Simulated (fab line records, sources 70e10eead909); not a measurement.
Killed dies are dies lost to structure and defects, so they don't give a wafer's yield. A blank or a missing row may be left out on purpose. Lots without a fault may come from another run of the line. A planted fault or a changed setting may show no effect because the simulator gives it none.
fab line records | flow nand_harc
record lots=11 wafers=33 last_day=33
route steps=1302 shown A_CHANNEL_HOLE_D1@478 A_CHANNEL_FILL_D1@495 END@1302
lots that met no fault: from a run of the same line without faults
start_h: hours from the record's first day to the start of the lot's first wafer shown | wait_h: hours since the lot's step before | " the same as in the row above | L1.1+2: a row that stands for several wafers | - no value, or no start given | * or withheld: withheld | < > ~ a bound
route shown NAME@n: a module of which the file shows steps, and the number in the route of the first | usual: mean/standard deviation of fault-free wafers | same: alike in all rows | chamber/n: place in a boat | sites: the reading at each site | _std_site: their standard deviation | _edge_site: outer sites' mean less inner sites' | radius_mm: how far each site lies from the wafer's centre | mask NAME#n: copy n | behind: the tool/chamber that last shaped the wafer | hold: why the lot was held/for how many hours/how that ended | device: the transistor (n, p or np) that didn't switch | end of line: the same wafers' tests at the end of the route | a step without rows: its recipe alone | killed: dies lost to structure and defects at the first sort, not the wafer's yield | map: a wafer's dies, x killed, . not, _ none there
set.NAME: the setting as run; set.NAME@STEP: as run at that earlier step | model.NAME: the simulator's own value behind a step, which no gauge read
steps of the route over a sample of lots; a table a step, a row a wafer
services: from which hour (start_h, from the record's first day; less than 0 if before it) a tool's chamber was out of use, for how many hours, and why
## steps
# step NHARC_A_CHANNEL_HOLE_D1_ETCH_26
# recipe bias_v=300 source_w=2000 pressure_mtorr=30 time_s=224.1 ar_flow_sccm=375 c4f8_flow_sccm=11.4 o2_flow_sccm=113.6 temp_c=-20 target_depth_a=3000 chemistry=C4F8/O2/Ar
# usual chamber_pressure_mTorr=30.000/0.03 drypump_motor_current_A=5.7/0.31 mfc_ar_sccm=375.2/1.1 showerhead_plenum_p_Torr=3.65/0.078 throttle_valve_pct=24.585/0.0093
# columns lot.wafer tool chamber start_h wait_h chamber_pressure_mTorr drypump_motor_current_A mfc_ar_sccm rf_hours_counter_h showerhead_plenum_p_Torr throttle_valve_pct
L196.1 har_etch-01 0 185.82 0.6 30.002 5.4 375.7 80 3.74 24.594
L196.4 " 1 " " 29.993 5.5 375.6 - 3.60 24.567
L196.3 " 0 " " 30.015 5.4 373.7 - 3.74 24.581
L195.1 har_etch-02 1 188.82 0.6 30.038 5.7 373.5 306 3.65 24.581
L195.6 " 0 " " 30.030 6.2 375.0 - 3.71 24.582
L195.5 " 1 " " 29.973 5.7 375.0 - 3.65 24.581
L198.1 har_etch-01 0 217.18 0.7 29.936 5.4 374.4 99 3.73 24.586
L198.2 " 1 " " 29.966 5.5 375.3 99 3.59 24.602
L198.6 " 1 " " 29.967 5.5 375.4 - 3.59 24.579
L199.2 har_etch-02 1 225.35 0.7 30.006 5.7 374.2 329 3.64 24.589
L199.4 " 0 " " 29.955 6.2 374.8 - 3.70 24.586
L199.5 " 1 " " 30.042 5.7 376.5 - 3.64 24.584
L201.1 har_etch-01 1 245.06 0.6 29.966 5.5 376.1 118 3.58 24.587
L201.4 " 0 " " 30.066 5.4 375.2 - 3.72 24.582
L201.5 " 0 " " 29.990 5.4 376.1 - 3.72 24.598
L202.3 har_etch-01 1 262.34 0.5 30.025 5.5 376.8 - 3.58 24.601
L202.4 " 0 " " 30.036 5.4 375.9 - 3.72 24.581
L202.5 " 0 " " 29.957 5.4 374.1 - 3.72 24.573
L203.1 har_etch-02 0 267.02 1.5 29.944 6.2 375.3 352 3.69 24.589
L203.3 " 0 " " 30.002 6.2 375.8 - 3.69 24.584
L203.6 " 0 " " 30.023 6.2 375.6 - 3.69 24.606
L205.3 har_etch-01 1 285.76 0.5 30.006 5.5 373.2 - 3.57 24.562
L205.4 " 0 " " 30.009 5.4 375.0 - 3.71 24.597
L205.6 " 1 " " 30.011 5.5 374.5 - 3.57 24.584
L207.2 har_etch-02 0 301.70 0.6 29.956 6.2 374.2 375 3.68 24.563
L207.4 " 0 " " 29.999 6.2 377.3 - 3.68 24.582
L207.5 " 0 " " 30.010 6.2 375.5 - 3.68 24.581
L215.2 har_etch-01 0 384.08 0.7 29.985 5.4 375.9 203 3.67 24.581
L215.4 " 1 " " 29.983 5.5 373.3 - 3.53 24.585
L215.6 " 1 " " 30.000 5.5 373.7 - 3.53 24.595
L216.3 har_etch-01 1 401.65 0.5 29.963 5.5 374.4 - 3.53 24.587
L216.6 " 1 " " 30.017 5.5 375.3 - 3.53 24.577
L216.5 " 0 " " 29.995 5.4 374.2 - 3.66 24.578
# step NHARC_A_CHANNEL_HOLE_D1_ETCH_33
# recipe bias_v=400 source_w=2000 pressure_mtorr=25 time_s=90 ar_flow_sccm=375 c4f8_flow_sccm=41.7 o2_flow_sccm=83.3 temp_c=-20 target_depth_a=4000 chemistry=C4F8/O2/Ar
# usual chamber_pressure_mTorr=24.998/0.024 drypump_motor_current_A=5.7/0.31 mfc_ar_sccm=374.9/1 showerhead_plenum_p_Torr=3.64/0.077 throttle_valve_pct=27.620/0.0093
# columns lot.wafer tool chamber start_h wait_h chamber_pressure_mTorr drypump_motor_current_A mfc_ar_sccm rf_hours_counter_h showerhead_plenum_p_Torr throttle_valve_pct
L196.1 har_etch-01 0 186.02 0.2 25.004 5.4 375.4 80 3.74 27.610
L196.4 " 1 " " 24.995 5.5 374.1 - 3.60 27.625
L196.3 " 0 " " 24.994 5.4 374.5 - 3.74 27.619
L195.1 har_etch-02 1 189.02 0.2 24.976 5.7 376.1 307 3.65 27.621
L195.6 " 0 " " 25.006 6.2 374.4 - 3.71 27.633
L195.5 " 1 " " 24.968 5.7 374.3 - 3.65 27.635
L198.1 har_etch-01 0 217.39 0.2 24.992 5.4 374.6 99 3.73 27.617
L198.2 " 1 " " 25.024 5.5 374.4 99 3.59 27.627
L198.6 " 1 " " 25.020 5.5 374.7 - 3.59 27.630
L199.2 har_etch-02 1 225.55 0.2 25.019 5.7 375.2 330 3.64 27.636
L199.4 " 0 " " 24.996 6.2 374.9 - 3.70 27.623
L199.5 " 1 " " 25.010 5.7 374.2 - 3.64 27.629
L201.1 har_etch-01 1 245.26 0.2 25.004 5.5 374.3 118 3.58 27.616
L201.4 " 0 " " 24.987 5.4 377.1 - 3.71 27.606
L201.5 " 0 " " 25.023 5.4 374.3 - 3.71 27.619
L202.3 har_etch-01 1 262.53 0.2 24.965 5.5 373.9 - 3.57 27.626
L202.4 " 0 " " 25.016 5.4 376.0 - 3.71 27.613
L202.5 " 0 " " 24.977 5.4 375.2 - 3.71 27.618
L203.1 har_etch-02 0 267.41 0.3 25.019 6.2 373.9 352 3.68 27.626
L203.3 " 0 " " 25.037 6.1 375.4 - 3.68 27.623
L203.6 " 0 " " 24.968 6.2 376.8 - 3.68 27.609
L205.3 har_etch-01 1 285.96 0.2 25.001 5.5 374.9 - 3.56 27.612
L205.4 " 0 " " 25.020 5.4 374.5 - 3.70 27.607
L205.6 " 1 " " 25.023 5.5 373.7 - 3.56 27.631
L207.2 har_etch-02 0 301.90 0.2 24.984 6.2 374.0 375 3.67 27.618
L207.4 " 0 " " 25.013 6.2 374.5 - 3.67 27.624
L207.5 " 0 " " 24.958 6.3 374.3 - 3.67 27.611
L215.2 har_etch-01 0 384.28 0.2 24.946 5.4 375.8 203 3.67 27.628
L215.4 " 1 " " 24.952 5.5 374.8 - 3.53 27.632
L215.6 " 1 " " 25.070 5.5 374.7 - 3.53 27.601
L216.3 har_etch-01 1 401.85 0.2 24.932 5.5 377.2 - 3.52 27.633
L216.6 " 1 " " 24.977 5.5 377.5 - 3.52 27.630
L216.5 " 0 " " 25.001 5.4 375.2 - 3.66 27.623
# step NHARC_A_CHANNEL_FILL_D1_ALD_15
# recipe target_thk_a=20 pulse_time_s=60 ald_cycles=19 temp_c=630 pressure_torr=2 material=SiNx
# usual ald_cycles=19/0 precursor_pulse_height_rel=1.001/0.02
# columns lot.wafer tool chamber start_h wait_h ald_cycles precursor_pulse_height_rel
L196.1 ald_sin_batch-02 0 198.04 - 19 1.033
L196.3 " 0 " " 19 0.989
L196.4 " 0 " " 19 1.027
L195.1 ald_sin_batch-01 0 201.24 - 19 0.983
L195.5 " 0 " " 19 0.986
L195.6 " 0 " " 19 1.007
L198.1 ald_sin_batch-02 0 229.85 - 19 1.020
L198.2 " 0 " " 19 1.025
L198.6 " 0 " " 19 1.014
L199.2 ald_sin_batch-03 0 237.66 - 19 1.016
L199.4 " 0 " " 19 1.005
L199.5 " 0 " " 19 1.006
L201.1 ald_sin_batch-02 0 257.41 - 19 0.979
L201.4 " 0 " " 19 1.033
L201.5 " 0 " " 19 0.980
L202.3 ald_sin_batch-03 0 274.53 - 19 1.001
L202.4 " 0 " " 19 1.017
L202.5 " 0 " " 19 1.005
L203.1 ald_sin_batch-01 0 279.75 - 19 0.984
L203.3 " 0 " " 19 1.019
L203.6 " 0 " " 19 0.991
L205.3 ald_sin_batch-01 0 298.34 - 19 1.001
L205.4 " 0 " " 19 1.009
L205.6 " 0 " " 19 1.016
L207.2 ald_sin_batch-03 0 314.64 3.1 19 0.971
L207.4 " 0 " " 19 0.971
L207.5 " 0 " " 19 0.996
L215.2 ald_sin_batch-02 0 396.36 - 25 0.957
L215.4 " 0 " " 25 1.010
L215.6 " 0 " " 25 1.004
L216.3 ald_sin_batch-02 0 414.41 - 25 0.997
L216.5 " 0 " " 25 0.985
L216.6 " 0 " " 25 0.997
# step NHARC_A_CHANNEL_FILL_D1_ETCHBACK_19
# recipe target_depth_a=50 time_s=1.7 hbr_flow_sccm=150 cl2_flow_sccm=50 rf_w=400 icp_w=400 bias_w=100 chemistry=HBr/Cl2
# usual chamber_pressure_mTorr=15.001/0.014 drypump_motor_current_A=5.8/0.31 oes_product_au=1.003/0.0078 throttle_valve_pct=26.405/0.0093
# columns lot.wafer tool chamber start_h wait_h chamber_pressure_mTorr drypump_motor_current_A oes_product_au rf_hours_counter_h throttle_valve_pct
L196.4 rie_si-02 2 215.62 0.4 14.996 6.2 1.000 0.5 26.413
L196.1 " 0 " " 14.987 5.6 1.005 0.8 26.378
L196.3 " 1 " " 14.995 5.9 1.003 0.6 26.403
L195.1 rie_si-06 3 215.64 0.4 14.982 6.2 1.013 0.9 26.402
L195.6 " 2 " " 14.999 6.0 1.012 - 26.406
L195.5 " 3 " " 15.023 6.3 1.015 - 26.409
L198.1 rie_si-06 3 245.12 0.4 14.985 6.2 0.995 1.1 26.397
L198.2 " 1 " " 15.020 5.3 0.999 1.0 26.422
L198.6 " 0 " " 15.002 5.3 1.005 - 26.418
L199.4 rie_si-02 0 251.70 0.4 15.027 5.5 0.998 1.0 26.404
L199.2 " 1 " " 15.003 5.9 1.002 0.8 26.399
L199.5 " 1 " " 15.009 5.9 1.010 - 26.408
L201.1 rie_si-01 3 272.67 0.4 15.004 5.9 1.001 0.4 26.408
L201.4 " 1 " " 15.005 5.9 1.005 0.4 26.404
L201.5 " 3 " " 15.013 5.8 0.991 - 26.399
L202.3 rie_si-06 2 288.40 0.4 15.005 6.0 1.014 0.1 26.392
L202.4 " 3 " " 15.005 6.2 1.002 0.2 26.406
L202.5 " 2 " " 15.016 6.0 1.014 - 26.413
L203.3 rie_si-06 0 293.75 0.4 15.004 5.3 1.003 0.2 26.419
L203.1 " 1 " " 15.001 5.3 1.017 0.2 26.403
L203.6 " 3 " " 14.978 6.2 1.023 - 26.402
L205.4 rie_si-01 1 316.91 0.4 14.990 5.9 1.003 0.7 26.424
L205.3 " 2 " " 15.012 5.8 1.016 0.7 26.410
L205.6 " 2 " " 14.993 5.8 1.014 - 26.415
L207.2 rie_si-01 3 328.44 0.4 14.968 5.8 0.998 0.9 26.402
L207.4 " 0 " " 14.986 5.5 0.995 0.9 26.404
L207.5 " 2 " " 15.009 5.8 0.995 - 26.404
L215.4 rie_si-02 2 410.27 0.4 15.009 6.2 0.992 0.6 26.412
L215.2 " 0 " " 14.993 5.5 1.007 0.7 26.415
L215.6 " 3 " " 15.002 6.2 1.008 - 26.405
L216.3 rie_si-01 1 429.29 0.4 14.996 6.0 0.998 0.2 26.394
L216.5 " 0 " " 15.003 5.5 0.997 - 26.406
L216.6 " 1 " " 14.998 5.9 0.998 - 26.405
# step NHARC_END_SORT_01
# recipe temp_c=25
# usual killed_at_array=51/17 killed_at_other=1.6/2.1 killed_at_periphery=4/3.2 killed_dies=57/18 killed_open=2.9/1.7 killed_short=2.3/1.3
# same gross_dies=677
# columns lot.wafer tool chamber start_h wait_h killed_at_array killed_at_other killed_at_periphery killed_dies killed_open killed_short
L199.2 prober-02 0 587.66 2.8 79 3 1 83 2 3
L199.4 prober-02 0 589.23 3.4 88 5 7 100 2 3
L199.5 prober-02 0 590.02 3.6 68 2 6 76 1 2
L201.1 prober-02 0 627.19 2.5 36 1 5 42 7 4
L201.4 prober-02 0 629.61 3.4 28 2 0 30 1 5
L201.5 prober-02 0 630.42 3.7 31 2 2 35 3 4
L203.1 prober-01 0 638.22 2.5 56 0 3 59 2 1
L203.3 prober-01 0 639.80 3.1 59 0 5 64 4 3
L203.6 prober-01 0 642.18 4.0 70 0 3 73 4 2
L202.3 prober-02 0 639.92 3.1 47 0 5 52 2 4
L202.4 prober-02 0 640.73 3.4 41 2 1 44 2 2
L202.5 prober-02 0 641.54 3.7 43 0 2 45 3 0
L205.3 prober-01 0 685.22 3.1 18 2 5 25 0 3
L205.4 prober-01 0 686.02 3.4 25 0 4 29 1 1
L205.6 prober-01 0 687.64 4.0 23 2 5 30 5 3
# killed by level:class
L199.2 A_CHANNEL_HOLE_D2:chamber_film_flake=32 A_CHANNEL_HOLE_D1:chamber_film_flake=23 A_SLIT:chamber_film_flake=15 A_CHANNEL_FILL_D2:geometric_particle:short=2 A_STAIRCASE:chamber_film_flake=2 A_CONTACT:chamber_film_flake=2 THIN_TSV:chamber_film_flake=2 A_ONON_D2:geometric_particle:open=1
L199.4 A_CHANNEL_HOLE_D2:chamber_film_flake=38 A_CHANNEL_HOLE_D1:chamber_film_flake=23 A_SLIT:chamber_film_flake=17 THIN_TSV:chamber_film_flake=5 P_GATE:chamber_film_flake=3 A_CHANNEL_FILL_D2:chamber_film_flake=3 A_CONTACT:chamber_film_flake=3 A_STAIRCASE:chamber_film_flake=2
L199.5 A_CHANNEL_HOLE_D2:chamber_film_flake=28 A_SLIT:chamber_film_flake=18 A_CHANNEL_HOLE_D1:chamber_film_flake=15 P_GATE:chamber_film_flake=4 A_CHANNEL_FILL_D2:chamber_film_flake=2 THIN_TSV:chamber_film_flake=2 P_M0:geometric_particle:open=1 A_CHANNEL_HOLE_D1:geometric_particle:short=1
L201.1 A_STAIRCASE:chamber_film_flake=8 A_CHANNEL_HOLE_D2:chamber_film_flake=7 P_ZERO_WELL:chamber_film_flake=5 A_WL_FILL:chamber_film_flake=5 A_ONON_D1:geometric_particle:open=2 A_CHANNEL_HOLE_D1:chamber_film_flake=2 A_CONTACT:chamber_film_flake=2 A_DECK1_JOINT:geometric_particle:open=1
L201.4 A_CHANNEL_HOLE_D2:chamber_film_flake=10 A_WL_FILL:chamber_film_flake=5 A_CONTACT:chamber_film_flake=3 A_CHANNEL_HOLE_D1:chamber_film_flake=2 A_STAIRCASE:chamber_film_flake=2 A_ONON_D1:geometric_particle:short=1 A_ONON_D2:geometric_particle:short=1 A_SGD_CUT:geometric_particle:short=1
L201.5 A_CHANNEL_HOLE_D2:chamber_film_flake=8 A_WL_FILL:chamber_film_flake=8 A_STAIRCASE:chamber_film_flake=6 A_CHANNEL_HOLE_D1:chamber_film_flake=3 P_CONTACT:geometric_particle:short=2 THIN_TSV:chamber_film_flake=2 A_CHANNEL_FILL_D1:geometric_particle:short=1 A_WL_FILL:geometric_particle:short=1
L203.1 A_CHANNEL_HOLE_D1:chamber_film_flake=22 A_SLIT:chamber_film_flake=13 A_CHANNEL_HOLE_D2:chamber_film_flake=9 A_M0:chamber_film_flake=5 P_ZERO_WELL:chamber_film_flake=3 A_STAIRCASE:chamber_film_flake=3 A_DECK1_JOINT:geometric_particle:open=1 A_WL_FILL:geometric_particle:short=1
L203.3 A_CHANNEL_HOLE_D1:chamber_film_flake=23 A_SLIT:chamber_film_flake=17 A_STAIRCASE:chamber_film_flake=5 P_ZERO_WELL:chamber_film_flake=4 A_CHANNEL_HOLE_D2:chamber_film_flake=4 A_DECK1_JOINT:chamber_film_flake=3 A_WL_FILL:geometric_particle:short=2 P_M2:geometric_particle:open=1
L202.3 A_CHANNEL_HOLE_D2:chamber_film_flake=28 A_STAIRCASE:chamber_film_flake=4 A_CHANNEL_HOLE_D1:chamber_film_flake=3 P_CONTACT:chamber_film_flake=2 P_BONDPAD:chamber_film_flake=2 A_CHANNEL_FILL_D1:chamber_film_flake=2 A_DECK1_JOINT:chamber_film_flake=2 P_CONTACT:geometric_particle:open=1
L202.4 A_CHANNEL_HOLE_D2:chamber_film_flake=29 A_CHANNEL_HOLE_D1:chamber_film_flake=3 A_CHANNEL_FILL_D1:chamber_film_flake=2 A_STAIRCASE:chamber_film_flake=2 THIN_TSV:chamber_film_flake=2 A_DECK1_JOINT:geometric_particle:open=1 A_DECK1_JOINT:geometric_particle:short=1 A_WL_FILL:geometric_particle:short=1
L202.5 A_CHANNEL_HOLE_D2:chamber_film_flake=28 A_STAIRCASE:chamber_film_flake=4 A_CHANNEL_HOLE_D1:chamber_film_flake=3 A_CONTACT:chamber_film_flake=3 P_CONTACT:geometric_particle:open=1 A_ONON_D1:geometric_particle:open=1 A_CHANNEL_HOLE_D1:geometric_particle:open=1 P_BONDPAD:chamber_film_flake=1
L203.6 A_CHANNEL_HOLE_D1:chamber_film_flake=27 A_SLIT:chamber_film_flake=16 A_CHANNEL_HOLE_D2:chamber_film_flake=12 A_DECK1_JOINT:chamber_film_flake=3 A_STAIRCASE:chamber_film_flake=3 A_WL_FILL:chamber_film_flake=2 P_M1:geometric_particle:short=1 A_CHANNEL_FILL_D1:geometric_particle:open=1
L205.3 A_CONTACT:chamber_film_flake=8 P_M2:chamber_film_flake=4 A_CHANNEL_HOLE_D1:chamber_film_flake=4 THIN_TSV:chamber_film_flake=2 P_GATE:geometric_particle:short=1 A_CHANNEL_FILL_D2:geometric_particle:short=1 A_M0:geometric_particle:short=1 A_ZERO_WELL:chamber_film_flake=1
L205.4 A_CONTACT:chamber_film_flake=10 A_CHANNEL_HOLE_D1:chamber_film_flake=5 A_STAIRCASE:chamber_film_flake=4 P_M2:chamber_film_flake=3 A_WL_FILL:geometric_particle:open=1 A_CONTACT:geometric_particle:short=1 P_M1:chamber_film_flake=1 A_ZERO_WELL:chamber_film_flake=1
L205.6 A_CHANNEL_HOLE_D1:chamber_film_flake=7 A_CONTACT:chamber_film_flake=5 P_M2:chamber_film_flake=3 A_ZERO_WELL:chamber_film_flake=2 A_STAIRCASE:chamber_film_flake=2 THIN_TSV:chamber_film_flake=2 P_GATE:geometric_particle:open=1 A_ONON_D1:geometric_particle:short=1
## services
# columns tool chamber start_h hours kind
har_etch-01 - 168.96 5.4 repair
rie_si-01 3 179.36 2.5 repair
rie_si-01 - 193.00 9.0 pm
rie_si-01 0 193.00 9.0 vent_cycle
rie_si-06 - 249.00 9.0 pm
har_etch-02 1 257.87 - consumable_replace:focus_ring
har_etch-02 1 257.87 17.0 scheduled_down
har_etch-02 1 257.87 17.0 vent_cycle
ald_sin_batch-02 - 266.00 26.0 pm
rie_si-02 - 277.00 9.0 pm
har_etch-02 0 331.41 - consumable_replace:focus_ring
har_etch-02 0 331.41 17.0 scheduled_down
har_etch-02 0 331.41 17.0 vent_cycle
har_etch-02 - 337.22 2.1 repair
rie_si-01 - 370.00 9.0 pm
har_etch-02 - 377.00 17.0 pm
har_etch-02 0 377.00 17.0 vent_cycle
har_etch-02 1 377.00 17.0 vent_cycle
har_etch-02 0 394.00 - clean
har_etch-02 1 394.00 - clean
har_etch-02 1 394.00 - consumable_replace:focus_ring
har_etch-02 1 394.00 - consumable_replace:showerhead
rie_si-06 2 399.47 3.5 repair
rie_si-06 - 426.00 9.0 pm
## key
first_sign step=NHARC_A_CHANNEL_FILL_D1_ALD_15 reading=ald_cycles direction=up sigmas=99+ usual=19 struck=25
effect none on later readings
met_at NHARC_A_CHANNEL_FILL_D1_ALD_15
struck_lots L215,L216
tester_left_out L215,L216
not_acting_at NHARC_A_CHANNEL_HOLE_D1_ETCH_26,NHARC_A_CHANNEL_HOLE_D1_ETCH_33,NHARC_A_CHANNEL_FILL_D1_ETCHBACK_19
onset_between 257.41 396.36
fault kind=process_parameter_drift tool=ald_sin_batch-02 chamber=- onset_h=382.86 steps=NHARC_A_CHANNEL_FILL_D1_ALD_15 channel=ald_cycles offset=6 shape=step end_h=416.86 acts_in=these_recipes_only stated=19
# tester_left_out: of these lots the tester's yield and bins aren't shown, on N5 and GAA mostly nor the transistor test; their killed dies are dies lost to structure and defects alone, not to doping, threshold or leakage, so they don't give the yield
